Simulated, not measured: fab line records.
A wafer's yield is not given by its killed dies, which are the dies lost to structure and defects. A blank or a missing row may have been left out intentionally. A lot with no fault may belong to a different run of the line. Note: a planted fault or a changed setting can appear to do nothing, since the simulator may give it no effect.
Chamber matching ; flow n5-finfet ; N5_BEOL_M0_STRIP_140 on rie-diel-04 has 4 sister chambers
The step strips in CF4. 18 wafers are shown with their chamber, then 9 later ones without.

== WAFERS WITH THEIR CHAMBER ==
wafer;chamber;drypump-motor-current-A (A);throttle-valve-pct (%);oes-product-au (a.u.)
L074.3;2;5.7;13.7;0.74
L074.5;2;5.8;13.7;0.74
L074.6;1;5.2;13.4;0.72
L075.2;3;5.4;13.0;0.92
L075.4;2;5.8;13.7;0.74
L075.6;3;5.3;13.0;0.92
L076.1;2;5.8;13.7;0.74
L076.4;0;5.6;13.5;0.70
L076.5;2;5.7;13.7;0.73
L079.1;0;5.6;13.5;0.67
L079.2;2;5.8;13.7;0.72
L079.3;1;5.2;13.4;0.72
L082.3;2;5.8;13.7;0.73
L082.4;1;5.2;13.4;0.71
L082.6;2;5.8;13.7;0.72
L093.1;2;5.8;13.8;0.71
L093.4;0;5.6;13.0;0.96
L093.6;2;5.7;13.8;0.71

SIGNATURES (averages over the wafers above)
reading;chamber 0;chamber 1;chamber 2;chamber 3;scatter within a chamber
drypump-motor-current-A;5.600;5.200;5.770;5.350;0.0431
throttle-valve-pct;13.333;13.400;13.720;13.000;0.114
oes-product-au;0.7767;0.7167;0.7280;0.9200;0.0611
Rule: for each reading, subtract the chamber's mean from the wafer's reading, divide by that reading's scatter and square the result; add these up over the readings and take the root, which gives the wafer's distance from the chamber. The wafer belongs to the nearest chamber; if the next one is less than 2 further off, it can't be placed. The scatter is the square root of a quotient: the sum, over the shown wafers, of each reading's squared deviation from its chamber's mean, divided by wafers minus chambers.

== WAFERS WITH NO CHAMBER GIVEN ==
wafer;drypump-motor-current-A (A);throttle-valve-pct (%);oes-product-au (a.u.)
L094.2;5.6;13.0;0.95
L094.4;5.4;13.1;0.83
L094.5;5.6;13.1;0.94
L096.1;5.6;13.0;0.92
L096.4;5.2;13.5;0.70
L096.5;5.2;13.5;0.70
L097.1;5.8;13.8;0.71
L097.5;5.6;13.1;0.91
L097.6;5.4;13.1;0.82

== THE CHAMBER EACH PASSED THROUGH ==
wafer;from the rows above;in truth
L094.2;can't be placed: 0 or 3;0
L094.4;3;3
L094.5;0;0
L096.1;0;0
L096.4;1;1
L096.5;1;1
L097.1;2;2
L097.5;0;0
L097.6;3;3
Placed correctly: 8 of 9. Can't be placed from these rows: 1 (the true chamber is among the candidates in 1). 0 placed wrongly.
